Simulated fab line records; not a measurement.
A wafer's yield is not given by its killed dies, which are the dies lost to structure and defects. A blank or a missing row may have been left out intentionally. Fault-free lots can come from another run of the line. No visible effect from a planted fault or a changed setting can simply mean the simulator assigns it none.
fab line records | flow nand_harc
[record] lots = 6 | wafers = 18 | last_day = 33
route steps=1302 shown A_ONON_D1@432 END@1302
lots that met no fault: from a run of the same line without faults
start_h: start of the lot's first displayed wafer, in hours after the record's first day | wait_h: hours since the lot's step before | " unchanged from the row above | L1.1+2: several wafers, shown together as one row | - no value, or no start given | * or withheld: withheld | < > ~ a bound
route shown NAME@n: NAME is a module with steps in the file, n the number in the route of the first one | usual: mean and standard deviation over wafers with no fault | same: alike in all rows | chamber/n: place in a boat | sites: the reading at each site | _std_site: the values' standard deviation | _edge_site: inner sites' mean taken away from outer sites' mean | radius_mm: how far each site lies from the wafer's centre | mask NAME#n: copy n | behind: the most recent tool/chamber to have shaped the wafer | hold: why the lot went on hold/how many hours it stayed there/how the hold came to an end | device: the transistor (n, p or np) that didn't switch | end of line: the route-end tests of the same wafers | a step with no rows: only its recipe | killed: not the wafer's yield, but the dies lost to structure and defects at the first sort | map: per-die view of a wafer (x killed, . not killed, _ where there is no die)
set.NAME: the setting the step ran with; set.NAME@STEP: the setting that earlier step ran with | model.NAME: the simulator's own value behind a step, which no gauge read
lots at some steps of the route; a table a step, a row a wafer
services: the hour from which a tool's chamber was out of use, counted from the record's first day as start_h (under 0 if before that day), plus the number of hours and why
[[steps]]
[step NHARC_A_ONON_D1_DEP_12]
[recipe] target_thk_a = 10000 | n2_flow_sccm = 2750 | n2o_flow_sccm = 2000 | nh3_flow_sccm = 500 | sih4_flow_sccm = 210 | temp_c = 400
[step NHARC_A_ONON_D1_THK_MEAS_14]
[recipe] thk_meas_gauge = ellipsometry
[usual] thk_nm = 1001/8.2
lot.wafer | tool          | chamber | start_h | wait_h | thk_nm
L366.1    | film_metro-01 | -       | 163.10  | -      | 1004
L366.2    | "             | -       | "       | "      | 1004
L366.3    | "             | -       | "       | "      | 1005
L374.1    | film_metro-01 | -       | 246.01  | -      | 1000
L374.2    | "             | -       | "       | "      | 1001
L374.6    | "             | -       | "       | "      | 1002
L379.1    | film_metro-02 | -       | 290.51  | -      | 998
L379.2    | "             | -       | "       | "      | 999
L379.4    | "             | -       | "       | "      | 996
L380.1    | film_metro-02 | -       | 310.34  | -      | 1001
L380.2    | "             | -       | "       | "      | 1000
L380.6    | "             | -       | "       | "      | 998
L382.1    | film_metro-02 | -       | 321.18  | -      | 1010
L382.2    | "             | -       | "       | "      | 1009
L382.5    | "             | -       | "       | "      | 1008
L388.1    | film_metro-01 | -       | 386.21  | -      | 994
L388.3    | "             | -       | "       | "      | 994
L388.4    | "             | -       | "       | "      | 994
[step NHARC_A_ONON_D1_ANNEAL_15]
[recipe] temp_c = 750 | time_s = 3600
[step NHARC_A_ONON_D1_DEP_16]
[recipe] target_thk_a = 10000 | n2_flow_sccm = 2750 | n2o_flow_sccm = 2000 | nh3_flow_sccm = 500 | sih4_flow_sccm = 210 | temp_c = 400
[step NHARC_A_ONON_D1_THK_MEAS_18]
[recipe] thk_meas_gauge = ellipsometry
[usual] thk_nm = 997/12
lot.wafer | tool          | chamber | start_h | wait_h | thk_nm
L366.1    | film_metro-01 | -       | 171.22  | -      | 1009
L366.2    | "             | -       | "       | "      | 1008
L366.3    | "             | -       | "       | "      | 1008
L374.1    | film_metro-02 | -       | 253.82  | -      | 1001
L374.2    | "             | -       | "       | "      | 998
L374.6    | "             | -       | "       | "      | 1002
L379.1    | film_metro-01 | -       | 298.31  | -      | 985
L379.2    | "             | -       | "       | "      | 984
L379.4    | "             | -       | "       | "      | 985
L380.1    | film_metro-02 | -       | 318.56  | -      | 984
L380.2    | "             | -       | "       | "      | 984
L380.6    | "             | -       | "       | "      | 982
L382.1    | film_metro-01 | -       | 329.21  | -      | 986
L382.2    | "             | -       | "       | "      | 986
L382.5    | "             | -       | "       | "      | 984
L388.1    | film_metro-02 | -       | 394.04  | -      | 985
L388.3    | "             | -       | "       | "      | 985
L388.4    | "             | -       | "       | "      | 986
[step NHARC_A_ONON_D1_DEP_19]
[recipe] target_thk_a = 10000 | n2_flow_sccm = 2750 | n2o_flow_sccm = 2000 | nh3_flow_sccm = 500 | sih4_flow_sccm = 210 | temp_c = 400
[step NHARC_A_ONON_D1_THK_MEAS_21]
[recipe] thk_meas_gauge = ellipsometry
[usual] thk_nm = 1001/9.7
lot.wafer | tool          | chamber | start_h | wait_h | thk_nm
L366.1    | film_metro-02 | -       | 171.78  | -      | 987
L366.2    | "             | -       | "       | "      | 989
L366.3    | "             | -       | "       | "      | 988
L374.1    | film_metro-02 | -       | 254.39  | -      | 1010
L374.2    | "             | -       | "       | "      | 1010
L374.6    | "             | -       | "       | "      | 1009
L379.1    | film_metro-01 | -       | 298.88  | -      | 992
L379.2    | "             | -       | "       | "      | 996
L379.4    | "             | -       | "       | "      | 992
L380.1    | film_metro-02 | -       | 319.13  | -      | 1003
L380.2    | "             | -       | "       | "      | 1000
L380.6    | "             | -       | "       | "      | 1002
L382.1    | film_metro-02 | -       | 329.78  | -      | 991
L382.2    | "             | -       | "       | "      | 992
L382.5    | "             | -       | "       | "      | 990
L388.1    | film_metro-01 | -       | 394.61  | -      | 1004
L388.3    | "             | -       | "       | "      | 1005
L388.4    | "             | -       | "       | "      | 1007
[step NHARC_A_ONON_D1_DEP_22]
[recipe] target_thk_a = 10000 | n2_flow_sccm = 2750 | n2o_flow_sccm = 2000 | nh3_flow_sccm = 500 | sih4_flow_sccm = 210 | temp_c = 400
[step NHARC_A_ONON_D1_THK_MEAS_24]
[recipe] thk_meas_gauge = ellipsometry
[usual] thk_nm = 1004/9.5
lot.wafer | tool          | chamber | start_h | wait_h | thk_nm
L366.1    | film_metro-02 | -       | 172.35  | -      | 1014
L366.2    | "             | -       | "       | "      | 1014
L366.3    | "             | -       | "       | "      | 1015
L374.1    | film_metro-02 | -       | 254.96  | -      | 990
L374.2    | "             | -       | "       | "      | 992
L374.6    | "             | -       | "       | "      | 991
L379.1    | film_metro-01 | -       | 299.45  | -      | 991
L379.2    | "             | -       | "       | "      | 992
L379.4    | "             | -       | "       | "      | 994
L380.1    | film_metro-02 | -       | 319.69  | -      | 1015
L380.2    | "             | -       | "       | "      | 1014
L380.6    | "             | -       | "       | "      | 1016
L382.1    | film_metro-01 | -       | 330.35  | -      | 996
L382.2    | "             | -       | "       | "      | 997
L382.5    | "             | -       | "       | "      | 997
L388.1    | film_metro-02 | -       | 395.18  | -      | 1007
L388.3    | "             | -       | "       | "      | 1008
L388.4    | "             | -       | "       | "      | 1008
[step NHARC_A_ONON_D1_DEP_25]
[recipe] target_thk_a = 10000 | n2_flow_sccm = 2750 | n2o_flow_sccm = 2000 | nh3_flow_sccm = 500 | sih4_flow_sccm = 210 | temp_c = 400
[step NHARC_A_ONON_D1_THK_MEAS_27]
[recipe] thk_meas_gauge = ellipsometry
[usual] thk_nm = 1002/8.1
lot.wafer | tool          | chamber | start_h | wait_h | thk_nm
L366.1    | film_metro-01 | -       | 172.91  | -      | 999
L366.2    | "             | -       | "       | "      | 998
L366.3    | "             | -       | "       | "      | 1000
L374.1    | film_metro-01 | -       | 255.52  | -      | 994
L374.2    | "             | -       | "       | "      | 993
L374.6    | "             | -       | "       | "      | 995
L379.1    | film_metro-01 | -       | 300.01  | -      | 1002
L379.2    | "             | -       | "       | "      | 1003
L379.4    | "             | -       | "       | "      | 1001
L380.1    | film_metro-02 | -       | 320.25  | -      | 998
L380.2    | "             | -       | "       | "      | 1000
L380.6    | "             | -       | "       | "      | 999
L382.1    | film_metro-01 | -       | 330.91  | -      | 1005
L382.2    | "             | -       | "       | "      | 1004
L382.5    | "             | -       | "       | "      | 1004
L388.1    | film_metro-01 | -       | 395.74  | -      | 1016
L388.3    | "             | -       | "       | "      | 1015
L388.4    | "             | -       | "       | "      | 1013
[step NHARC_A_ONON_D1_DEP_28]
[recipe] target_thk_a = 10000 | n2_flow_sccm = 2750 | n2o_flow_sccm = 2000 | nh3_flow_sccm = 500 | sih4_flow_sccm = 210 | temp_c = 400
lot.wafer  | tool          | chamber | start_h | wait_h
L366.1+2+3 | pecvd_onon-04 | 0       | 172.97  | 0.1
L374.1+2+6 | pecvd_onon-03 | 0       | 255.58  | 0.1
L379.1+2+4 | pecvd_onon-03 | 0       | 300.07  | 0.1
L380.1+2+6 | pecvd_onon-03 | 0       | 320.31  | 0.1
L382.1+2+5 | pecvd_onon-01 | 0       | 330.97  | 0.1
L388.1+3+4 | pecvd_onon-04 | 0       | 395.80  | 0.1
[step NHARC_A_ONON_D1_THK_MEAS_30]
[recipe] thk_meas_gauge = ellipsometry
[usual] thk_nm = 1002/8.3
lot.wafer | tool          | chamber | start_h | wait_h | thk_nm
L366.1    | film_metro-02 | -       | 173.48  | -      | 1008
L366.2    | "             | -       | "       | "      | 1008
L366.3    | "             | -       | "       | "      | 1009
L374.1    | film_metro-02 | -       | 256.09  | -      | 998
L374.2    | "             | -       | "       | "      | 998
L374.6    | "             | -       | "       | "      | 1000
L379.1    | film_metro-01 | -       | 300.58  | -      | 1498
L379.2    | "             | -       | "       | "      | 1005
L379.4    | "             | -       | "       | "      | 1497
L380.1    | film_metro-02 | -       | 320.82  | -      | 1510
L380.2    | "             | -       | "       | "      | 1016
L380.6    | "             | -       | "       | "      | 1510
L382.1    | film_metro-01 | -       | 331.48  | -      | 998
L382.2    | "             | -       | "       | "      | 998
L382.5    | "             | -       | "       | "      | 999
L388.1    | film_metro-02 | -       | 396.31  | -      | 1007
L388.3    | "             | -       | "       | "      | 1006
L388.4    | "             | -       | "       | "      | 1007
[step NHARC_A_ONON_D1_DEP_33]
[recipe] target_thk_a = 2000 | temp_c = 400 | pressure_torr = 6.5 | rf_w = 900 | teos_flow_sccm = 161.4 | flow_sccm = 2650 | target_thk_nm = 200 | gas = O2 | material = SiO2
[usual] chamber_pressure_Torr = 6.500/0.014 | heater_power_w = 548/72 | throttle_valve_pct = 15.9/0.56
lot.wafer | tool     | chamber | start_h | wait_h | chamber_pressure_Torr | heater_power_w | throttle_valve_pct
L366.3    | pecvd-01 | 0       | 173.54  | 0.1    | 6.501                 | 549            | 15.8
L366.2    | "        | 1       | "       | "      | 6.528                 | 608            | 15.4
L366.1    | "        | 2       | "       | "      | 6.519                 | 597            | 17.1
L374.2    | pecvd-01 | 2       | 256.15  | 0.1    | 6.491                 | 491            | 17.4
L374.1    | "        | 1       | "       | "      | 6.515                 | 567            | 16.1
L374.6    | "        | 2       | "       | "      | 6.497                 | 496            | 17.3
L379.2    | pecvd-01 | 2       | 300.68  | 0.1    | 6.500                 | 571            | 17.5
L379.1    | "        | 0       | "       | "      | 6.503                 | 414            | 16.3
L379.4    | "        | 2       | "       | "      | 6.491                 | 443            | 17.3
L380.2    | pecvd-02 | 0       | 320.97  | 0.1    | 6.495                 | 631            | 16.0
L380.1    | "        | 2       | "       | "      | 6.500                 | 506            | 15.8
L380.6    | "        | 1       | "       | "      | 6.514                 | 649            | 15.3
L382.2    | pecvd-04 | 0       | 331.58  | 0.1    | 6.498                 | 547            | 15.1
L382.1    | "        | 1       | "       | "      | 6.499                 | 588            | 15.4
L382.5    | "        | 2       | "       | "      | 6.513                 | 585            | 15.8
L388.1    | pecvd-02 | 1       | 396.36  | 0.1    | 6.477                 | 662            | 15.3
L388.3    | "        | 0       | "       | "      | 6.499                 | 514            | 16.1
L388.4    | "        | 0       | "       | "      | 6.503                 | 525            | 16.6
[step NHARC_END_SORT_01]
[recipe] temp_c = 25
[usual] killed_at_array = 54/21 | killed_at_other = 1.0/1.2 | killed_at_periphery = 3.6/2.6 | killed_dies = 58/20 | killed_open = 3.3/1.9 | killed_short = 2.6/1.5
[same] gross_dies = 677
lot.wafer | tool      | chamber | start_h | wait_h | killed_at_array | killed_at_other | killed_at_periphery | killed_dies | killed_open | killed_short
L379.1    | prober-01 | 0       | 687.50  | 2.6    | 666             | 0               | 11                  | 677         | 4           | 1
L379.4    | prober-01 | 0       | 689.90  | 3.4    | 670             | 0               | 7                   | 677         | 2           | 3
L380.1    | prober-01 | 0       | 729.03  | 2.5    | 674             | 0               | 3                   | 677         | 3           | 1
L380.2    | prober-01 | 0       | 729.82  | 2.8    | 80              | 0               | 9                   | 89          | 4           | 4
L380.6    | prober-01 | 0       | 732.99  | 4.0    | 675             | 1               | 1                   | 677         | 1           | 3
// killed by level:class
L379.1 A_ONON_D1:area_dep=637 A_CHANNEL_HOLE_D1:chamber_film_flake=8 P_GATE:chamber_film_flake=6 A_CONTACT:chamber_film_flake=6 A_CHANNEL_FILL_D2:chamber_film_flake=3 A_STAIRCASE:chamber_film_flake=3 A_SLIT:chamber_film_flake=3 A_M0:geometric_particle:open=2
L379.4 A_ONON_D1:area_dep=632 A_CHANNEL_HOLE_D1:chamber_film_flake=11 A_SLIT:chamber_film_flake=6 P_GATE:chamber_film_flake=5 A_CHANNEL_FILL_D2:chamber_film_flake=4 A_CONTACT:chamber_film_flake=4 A_ZERO_WELL:chamber_film_flake=3 A_CHANNEL_FILL_D1:chamber_film_flake=3
L380.1 A_ONON_D1:area_dep=606 A_CHANNEL_HOLE_D1:chamber_film_flake=29 A_SLIT:chamber_film_flake=25 A_CONTACT:chamber_film_flake=6 A_CHANNEL_HOLE_D2:chamber_film_flake=3 P_CONTACT:chamber_film_flake=2 A_ONON_D1:geometric_particle:open=1 A_CHANNEL_FILL_D1:geometric_particle:open=1
L380.2 A_CHANNEL_HOLE_D1:chamber_film_flake=32 A_SLIT:chamber_film_flake=20 A_CHANNEL_HOLE_D2:chamber_film_flake=8 A_CONTACT:chamber_film_flake=6 P_BONDPAD:chamber_film_flake=5 A_CHANNEL_FILL_D1:chamber_film_flake=4 A_CHANNEL_FILL_D1:geometric_particle:short=2 P_CONTACT:chamber_film_flake=2
L380.6 A_ONON_D1:area_dep=617 A_CHANNEL_HOLE_D1:chamber_film_flake=24 A_SLIT:chamber_film_flake=17 A_CHANNEL_HOLE_D2:chamber_film_flake=5 A_CONTACT:chamber_film_flake=5 A_CHANNEL_FILL_D1:chamber_film_flake=3 A_CHANNEL_FILL_D2:geometric_particle:short=2 P_CONTACT:geometric_particle:short=1
// map L379.1 (x killed, . not)
____________x____________
_________xxxxxxx_________
_______xxxxxxxxxxx_______
______xxxxxxxxxxxxx______
_____xxxxxxxxxxxxxxx_____
____xxxxxxxxxxxxxxxxx____
____xxxxxxxxxxxxxxxxx____
___xxxxxxxxxxxxxxxxxxx___
___xxxxxxxxxxxxxxxxxxx___
__xxxxxxxxxxxxxxxxxxxxx__
__xxxxxxxxxxxxxxxxxxxxx__
_xxxxxxxxxxxxxxxxxxxxxxx_
_xxxxxxxxxxxxxxxxxxxxxxx_
_xxxxxxxxxxxxxxxxxxxxxxx_
_xxxxxxxxxxxxxxxxxxxxxxx_
_xxxxxxxxxxxxxxxxxxxxxxx_
xxxxxxxxxxxxxxxxxxxxxxxxx
xxxxxxxxxxxxxxxxxxxxxxxxx
xxxxxxxxxxxxxxxxxxxxxxxxx
xxxxxxxxxxxxxxxxxxxxxxxxx
xxxxxxxxxxxxxxxxxxxxxxxxx
_xxxxxxxxxxxxxxxxxxxxxxx_
_xxxxxxxxxxxxxxxxxxxxxxx_
_xxxxxxxxxxxxxxxxxxxxxxx_
_xxxxxxxxxxxxxxxxxxxxxxx_
_xxxxxxxxxxxxxxxxxxxxxxx_
__xxxxxxxxxxxxxxxxxxxxx__
__xxxxxxxxxxxxxxxxxxxxx__
___xxxxxxxxxxxxxxxxxxx___
___xxxxxxxxxxxxxxxxxxx___
____xxxxxxxxxxxxxxxxx____
____xxxxxxxxxxxxxxxxx____
_____xxxxxxxxxxxxxxx_____
______xxxxxxxxxxxxx______
_______xxxxxxxxxxx_______
_________xxxxxxx_________
____________x____________
// map L380.1 (x killed, . not)
____________x____________
_________xxxxxxx_________
_______xxxxxxxxxxx_______
______xxxxxxxxxxxxx______
_____xxxxxxxxxxxxxxx_____
____xxxxxxxxxxxxxxxxx____
____xxxxxxxxxxxxxxxxx____
___xxxxxxxxxxxxxxxxxxx___
___xxxxxxxxxxxxxxxxxxx___
__xxxxxxxxxxxxxxxxxxxxx__
__xxxxxxxxxxxxxxxxxxxxx__
_xxxxxxxxxxxxxxxxxxxxxxx_
_xxxxxxxxxxxxxxxxxxxxxxx_
_xxxxxxxxxxxxxxxxxxxxxxx_
_xxxxxxxxxxxxxxxxxxxxxxx_
_xxxxxxxxxxxxxxxxxxxxxxx_
xxxxxxxxxxxxxxxxxxxxxxxxx
xxxxxxxxxxxxxxxxxxxxxxxxx
xxxxxxxxxxxxxxxxxxxxxxxxx
xxxxxxxxxxxxxxxxxxxxxxxxx
xxxxxxxxxxxxxxxxxxxxxxxxx
_xxxxxxxxxxxxxxxxxxxxxxx_
_xxxxxxxxxxxxxxxxxxxxxxx_
_xxxxxxxxxxxxxxxxxxxxxxx_
_xxxxxxxxxxxxxxxxxxxxxxx_
_xxxxxxxxxxxxxxxxxxxxxxx_
__xxxxxxxxxxxxxxxxxxxxx__
__xxxxxxxxxxxxxxxxxxxxx__
___xxxxxxxxxxxxxxxxxxx___
___xxxxxxxxxxxxxxxxxxx___
____xxxxxxxxxxxxxxxxx____
____xxxxxxxxxxxxxxxxx____
_____xxxxxxxxxxxxxxx_____
______xxxxxxxxxxxxx______
_______xxxxxxxxxxx_______
_________xxxxxxx_________
____________x____________
[[services]]
tool          | chamber | start_h | hours | kind
pecvd-01      | 2       | 193.21  | 11.8  | repair
pecvd-04      | 2       | 204.90  | -     | calibration
pecvd-02      | -       | 227.11  | 13.0  | pm
pecvd-02      | 0       | 227.11  | 13.0  | vent_cycle
pecvd-02      | 1       | 227.11  | 13.0  | vent_cycle
pecvd-02      | 2       | 227.11  | 13.0  | vent_cycle
pecvd_onon-03 | -       | 227.19  | 13.0  | pm
pecvd-04      | -       | 228.94  | 0.7   | repair
pecvd-02      | 0       | 240.11  | -     | clean
pecvd-02      | 1       | 240.11  | -     | clean
pecvd-02      | 2       | 240.11  | -     | clean
pecvd_onon-01 | -       | 269.27  | 13.0  | pm
pecvd-04      | -       | 302.09  | 13.0  | pm
pecvd-04      | 0       | 302.09  | 13.0  | vent_cycle
pecvd-04      | 1       | 302.09  | 13.0  | vent_cycle
pecvd-04      | 2       | 302.09  | 13.0  | vent_cycle
pecvd_onon-04 | -       | 311.00  | 13.0  | pm
pecvd-01      | -       | 311.06  | 13.0  | pm
pecvd-01      | 0       | 311.06  | 13.0  | vent_cycle
pecvd-01      | 1       | 311.06  | 13.0  | vent_cycle
pecvd-01      | 2       | 311.06  | 13.0  | vent_cycle
pecvd-01      | 0       | 324.06  | -     | clean
pecvd-01      | 1       | 324.06  | -     | clean
pecvd-01      | 2       | 324.06  | -     | clean
[[key]]
[first_sign] step = NHARC_A_ONON_D1_THK_MEAS_30 | reading = thk_nm | direction = up | sigmas = 60 | usual = 1002 | struck = 1504
[effect] step = NHARC_END_SORT_01 | reading = killed_dies | direction = up | sigmas = 30 | usual = 58 | struck = 677
[more_kills_born_at] NHARC_A_ONON_D1_DEP_28@pecvd_onon-03 = 2492
met_at NHARC_A_ONON_D1_DEP_28
struck_wafers L379.1,L379.4,L380.1,L380.6
later_rows_left_out L379.1,L379.4,L380.1,L380.6
tester_left_out L379,L380
onset_between 255.58 300.07
[fault] kind = process_parameter_drift | tool = pecvd_onon-03 | chamber = - | onset_h = 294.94 | steps = NHARC_A_ONON_D1_DEP_28 | channel = target_thk_a | offset = * | shape = step | end_h = 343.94 | scope = struck_wafers_only | acts_in = * | stated = *
// tester_left_out: of these lots the tester's yield and bins aren't shown, on N5 and GAA mostly nor the transistor test; their killed dies are dies lost to structure and defects alone, not to doping, threshold or leakage, so they don't give the yield
// later_rows_left_out: the simulator's readings of these wafers behind a module that went badly wrong aren't trusted and aren't shown, but for the sort
